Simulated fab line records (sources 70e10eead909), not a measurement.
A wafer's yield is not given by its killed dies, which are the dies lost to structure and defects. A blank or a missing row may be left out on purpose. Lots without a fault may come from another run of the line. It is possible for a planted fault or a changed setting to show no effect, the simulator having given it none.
Matching of chambers :: flow nand_harc :: NHARC_A_M0_PRE_CLEAN_31 on pecvd-02: 3 sister chambers
The step time 12 s. 16 wafers are shown with their chamber, then 8 later ones without.

WAFERS PAIRED WITH THEIR CHAMBERS
wafer: L075.1
chamber: 2
heater_power_w (W): 543

wafer: L075.3
chamber: 1
heater_power_w (W): 638

wafer: L075.5
chamber: 2
heater_power_w (W): 543

wafer: L076.2
chamber: 1
heater_power_w (W): 714

wafer: L076.4
chamber: 1
heater_power_w (W): 708

wafer: L076.6
chamber: 0
heater_power_w (W): 714

wafer: L078.2
chamber: 0
heater_power_w (W): 693

wafer: L078.4
chamber: 1
heater_power_w (W): 663

wafer: L078.5
chamber: 2
heater_power_w (W): 444

wafer: L083.1
chamber: 1
heater_power_w (W): 723

wafer: L083.4
chamber: 1
heater_power_w (W): 716

wafer: L083.6
chamber: 0
heater_power_w (W): 679

wafer: L079.1
chamber: 1
heater_power_w (W): 677

wafer: L079.2
chamber: 0
heater_power_w (W): 729

wafer: L079.6
chamber: 2
heater_power_w (W): 452

wafer: L086.1
chamber: 2
heater_power_w (W): 467

SIGNATURES (averages over the wafers above)
reading: heater_power_w
chamber 0: 703.75
chamber 1: 691.29
chamber 2: 489.80
scatter within a chamber: 36.6
Rule: a wafer's distance from a chamber is the root of the sum, over the readings, of the square of ((its reading less the chamber's mean) divided by the reading's scatter). The wafer belongs to the nearest chamber; if the next one is less than 2 further off, it can't be placed. How the scatter is found: for the shown wafers, subtract from each reading the mean of its chamber, square and add these, divide the total by (wafers less chambers), then take the root.

WAFERS MISSING THEIR CHAMBER
wafer: L086.2
heater_power_w (W): 773

wafer: L086.4
heater_power_w (W): 457

wafer: L086.3
heater_power_w (W): 704

wafer: L086.5
heater_power_w (W): 687

wafer: L086.6
heater_power_w (W): 744

wafer: L087.2
heater_power_w (W): 775

wafer: L087.3
heater_power_w (W): 673

wafer: L087.4
heater_power_w (W): 507

CHAMBER TAKEN BY EACH
wafer: L086.2
from the rows above: can't be placed: 0 or 1
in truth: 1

wafer: L086.4
from the rows above: 2
in truth: 2

wafer: L086.3
from the rows above: can't be placed: 0 or 1
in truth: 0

wafer: L086.5
from the rows above: can't be placed: 1 or 0
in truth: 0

wafer: L086.6
from the rows above: can't be placed: 0 or 1
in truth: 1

wafer: L087.2
from the rows above: can't be placed: 0 or 1
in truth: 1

wafer: L087.3
from the rows above: can't be placed: 1 or 0
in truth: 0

wafer: L087.4
from the rows above: 2
in truth: 2
Placed correctly: 2 of 8. Cannot be placed on the basis of these rows: 6; the candidates contain the true chamber in 6. Number placed wrongly: 0.
